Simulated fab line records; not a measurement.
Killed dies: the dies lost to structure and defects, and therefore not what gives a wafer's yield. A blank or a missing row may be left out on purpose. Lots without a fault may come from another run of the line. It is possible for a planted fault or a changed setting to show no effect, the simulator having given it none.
A lot that was struck, set against a sound lot ; flow n5Finfet ; 37 out of 1938 route steps
Sound: these wafers, L986.4, L986.5, L986.6. Struck: wafer L983.3 (L983.4, L983.6, from the same lot, were not struck and are left out); the cause is given at the end.
Order at every step that has rows: each side's tool, ch and its chambers, its first start. Under that, the readings that differ: sound wafers ; struck wafers ; difference of the means ; sigmas: that difference in standard deviations of wafers without a fault.
alike: words and numbers the same on both sides, and readings whose means are apart by under 2 such deviations; not compared: readings that were withheld, readings missing a value for some wafer, numbers with overlapping values and no deviation given by the record, and bounds like >300 which may hide the same value.
The two part at a step that has a row with sigmas, a row that says differs or no value, or rows on one side only. Non-overlapping numbers with no deviation appear without sigmas and do not part them. Lack of a reading on every wafer of one side parts them only where that side has two or more wafers.

first, 9 steps without rows for these wafers: N5_SDB_EXPOSE_08 (exposes mask SDB); N5_SDB_PEB_09 (peb time 60 s); N5_SDB_DEVELOP_10 (develop time 30 s); N5_SDB_DESCUM_16 (chemistry O2, time 7.9 s); N5_SDB_ETCH_17 (etches SiARC in CF4, target depth 23.4 nm, time 39 s); N5_SDB_ETCH_18 (etches SOC in N2/H2, target depth 100 nm, overetch 20 nm, time 150 s); N5_SDB_STRIP_19 (strips in N2/H2); N5_SDB_STRIP_21 (strips in CF4); N5_SDB_HM_OPEN_20 (chemistry CH3F/O2, target SiNx, stops on poly-Si, target depth 24 nm).
N5_SDB_STRIP_22: strips in N2/H2.
  sound on plasmaAsher-01 ch 0,1, day 9 07:51; struck on plasmaAsher-02 ch 1, day 8 09:26
  alike: drypumpMotorCurrentA, heaterPowerW, oesProductAu, stripTimeToEndpointS
  not compared: rfHoursCounterH
then, 26 steps without rows for these wafers: N5_SDB_PRECLEAN_23 (cleans in dHF, time 30 s); N5_SDB_DUMMY_REMOVE_24 (chemistry TMAH, target poly-Si, stops on SiO2, target depth 142 nm, time 57 s, rinse time 30 s); N5_SDB_ETCH_25 (etches SiO2 in C4F6/O2, target depth 10 nm, time 3.3 s); N5_SDB_CUT_ETCH_26 (etches Si in HBr/Cl2/O2, target depth 129.6 nm, bt time 20 s, time 51.8 s); N5_SDB_PRECLEAN_38 (cleans in dHF, time 10 s); N5_SDB_PRECLEAN_39 (cleans in O3/DIW, time 45 s); N5_SDB_SRD_28 (time 30 s); N5_SDB_ALD_29 (deposits SiNx, target thk 30 nm, pulse time 1 s, ald cycles 600); N5_SDB_CMP_30 (polishes, stops on poly-Si, t overpolish 1.54 s, target thk 30 nm); N5_DUMMY_REMOVAL_HM_STRIP_01 (strips SiNx in CH3F/O2, stops on poly-Si, target depth 4 nm, time 6.8 s); N5_DUMMY_REMOVAL_STRIP_10 (strips in N2/H2, time 40 s); N5_DUMMY_REMOVAL_PRECLEAN_07 (cleans in dHF, time 30 s); N5_DUMMY_REMOVAL_DUMMY_REMOVE_02 (chemistry TMAH, target poly-Si, stops on SiO2, target depth 142 nm, time 57 s, rinse time 30 s); N5_DUMMY_REMOVAL_PRECLEAN_08 (cleans in NF3:NH3, afs cycles 2, time 20 s, sublimation time 60 s); N5_DUMMY_REMOVAL_PRECLEAN_04 (cleans in DHF, time 37 s); N5_DUMMY_REMOVAL_SRD_05 (time 30 s); N5_HKMG_FIN_IL_REGROW_00 (material SiO2, chemistry O3, target thk 0.75 nm, time 30 s); N5_HKMG_FIN_HK_ALD_01 (deposits HfO2, target thk 1.6 nm, pulse time 3 s, purge time 3 s); N5_HKMG_FIN_HK_ANNEAL_02 (time 30 s); N5_HKMG_FIN_ALD_74 (deposits La2O3, target thk 0.5 nm, pulse time 6 s, co reactant pulse time 1 s); N5_HKMG_FIN_ALD_75 (deposits Al2O3, target thk 1 nm, co reactant pulse time 1 s); N5_HKMG_FIN_COAT_41 (time 60 s, resist thk 300 nm); N5_HKMG_FIN_COAT_42 (time 60 s, resist thk 35 nm); N5_HKMG_FIN_COAT_43 (resist thk 90 nm); N5_HKMG_FIN_EBR_45; N5_HKMG_FIN_SOFTBAKE_44 (time 60 s).
-- here the record skips 9 days between the struck wafers' starts before and after, leaving off in module HKMG_FIN and picking up in module PASSIVATION (first step shown: number 1936 of the route) --
N5_PASSIVATION_PROBE_49:
  only the struck wafers here have rows in the record (prober-02, day 16 22:31); the sound ones have none

WHERE THEY PART
At N5_PASSIVATION_PROBE_49 and nowhere else, as far as this record goes.

WHY: the cause the simulator had injected
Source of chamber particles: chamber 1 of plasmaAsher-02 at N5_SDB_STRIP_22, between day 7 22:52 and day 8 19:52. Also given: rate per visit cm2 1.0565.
